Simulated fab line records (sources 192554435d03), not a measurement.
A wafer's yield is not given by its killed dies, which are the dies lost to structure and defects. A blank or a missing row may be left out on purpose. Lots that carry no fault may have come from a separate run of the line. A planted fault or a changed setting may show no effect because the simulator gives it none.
Split-lot trial | flow n5_finfet | 7 lots, 21 wafers read, on a route of 1938 steps

## ON THE SPLIT
At N5_SD_EPI_N_PEB_07 (peb time 60 s), the setting peb_time_s was moved away from the recipe's 60 s on 10 of the 21 wafers read, by -9.9% to +21.4%. This setting was run at the recipe's value on the other wafers.

## BETWEEN THE SPLIT AND THE READING: the file shows 1 step in between
- N5_SD_EPI_N_DEVELOP_08: develop time 30 s

## THE READING
cd_nm (nm) at N5_SD_EPI_N_CD_MEAS_09, where the cd target is 120 nm. On this fab line, fault-free wafers typically give 120.1 nm with a standard deviation of 1 nm.

wafer  | tool, chamber at the split | peb_time_s as run, s | against the recipe | cd_nm, nm | against lot-mates on the recipe
L074.1 | litho_track-02, 0          | 60                   | recipe             | 119.2     | -
L074.3 | litho_track-02, 0          | 70.17                | +16.9%             | 125.4     | +6.2
L074.4 | litho_track-02, 0          | 70.17                | +16.9%             | 125.9     | +6.7
L077.1 | litho_track-05, 0          | 60                   | recipe             | 120.7     | -
L077.2 | litho_track-05, 0          | 60                   | recipe             | 120.9     | -
L077.4 | litho_track-05, 0          | 69                   | +15.0%             | 125.1     | +4.3
L080.3 | litho_track-01, 0          | 60                   | recipe             | 119.3     | -
L080.4 | litho_track-01, 0          | 60                   | recipe             | 118.7     | -
L080.5 | litho_track-01, 0          | 60                   | recipe             | 118.7     | -
L085.2 | litho_track-05, 0          | 60                   | recipe             | 121.5     | -
L085.3 | litho_track-05, 0          | 60                   | recipe             | 121.3     | -
L085.4 | litho_track-05, 0          | 60                   | recipe             | 120.0     | -
L092.1 | litho_track-02, 0          | 54.04                | -9.9%              | 116.6     | no lot-mate on the recipe
L092.2 | litho_track-02, 0          | 54.04                | -9.9%              | 116.7     | no lot-mate on the recipe
L092.4 | litho_track-02, 0          | 54.04                | -9.9%              | 116.5     | no lot-mate on the recipe
L093.1 | litho_track-05, 0          | 69                   | +15.0%             | 125.0     | +5.6
L093.3 | litho_track-05, 0          | 69                   | +15.0%             | 122.1     | +2.7
L093.4 | litho_track-05, 0          | 60                   | recipe             | 119.4     | -
L095.1 | litho_track-05, 0          | 72.84                | +21.4%             | 127.9     | +9.1
L095.2 | litho_track-05, 0          | 60                   | recipe             | 118.8     | -
L095.5 | litho_track-05, 0          | 72.84                | +21.4%             | 126.7     | +7.9

THE FIT
A straight line over all 21 wafers: cd_nm changes by +0.327 nm for each +1% of peb_time_s; r = +0.96; the points scatter about the line by 1 nm.
The same after taking each lot's own level away (the mean of its wafers on the recipe; 18 wafers): +0.361 nm for each +1%; r = +0.97; scatter 0.88 nm.
According to that fit, moving peb_time_s by its largest amount changes the reading by 7.7 nm.
Across the lots, their own levels run from 118.80 to 120.93 nm, a range of 2.1 times the standard deviation given above.
The two slopes agree, so the slope changes little with the lot-to-lot level.
Check: with one of the wafers moved furthest among these (+21.4%) left out of the fit, the line predicts +7.24 nm for it against its lot-mates. It came out at +9.1 nm against them.

## THE OTHER SPLITS THESE WAFERS WENT THROUGH
Before the reading, these wafers also passed through other splits. Each is held against what the fit with the lots' levels taken away leaves over:
other split on the same wafers                    | wafers away from the commonest value | r with cd_nm (lot level and that fit taken away)
N5_WELL_APT_COAT_02 spin_rpm                      | 5                                    | +0.14
N5_PMOS_HMC_CHANNEL_EPI_EXPOSE_06 dose_mj         | 6                                    | +0.05
N5_PMOS_HMC_CHANNEL_EPI_DEVELOP_08 develop_time_s | 8                                    | +0.19
N5_FIN_CUT_COAT_29 spin_rpm                       | 8                                    | -0.28
N5_DUMMY_GATE_HM_DEP_06 time_s                    | 12                                   | -0.11

## THE WHOLE CHAIN: every reading that the file lists as answering this split, in the file's order
step                   | what it does                                           | reading                                                         | change (the file's fit)               | r (the file's)
N5_SD_EPI_N_CD_MEAS_09 | target cd 120 nm                                       | cd_nm                                                           | +0.348 nm for each +1% of the setting | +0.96
N5_SD_EPI_N_DESCUM_14  | chemistry O2, time 7.9 s                               | SD_EPI_N.cd_nm (the simulator's own value, which no gauge read) | +0.333 nm for each +1% of the setting | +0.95
N5_SD_EPI_N_ETCH_34    | etches SiARC in CF4, target depth 45.5 nm, time 75.8 s | SD_EPI_N.cd_nm (the simulator's own value, which no gauge read) | +0.336 nm for each +1% of the setting | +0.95
N5_SD_EPI_N_ETCH_16    | etches SiO2 in CHF3/O2, target depth 5 nm              | SD_EPI_N.cd_nm (the simulator's own value, which no gauge read) | +0.3 nm for each +1% of the setting   | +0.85

## THE FILE'S OWN FIT
cd_nm changes by +0.348 nm for each +1% of peb_time_s, r = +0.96.
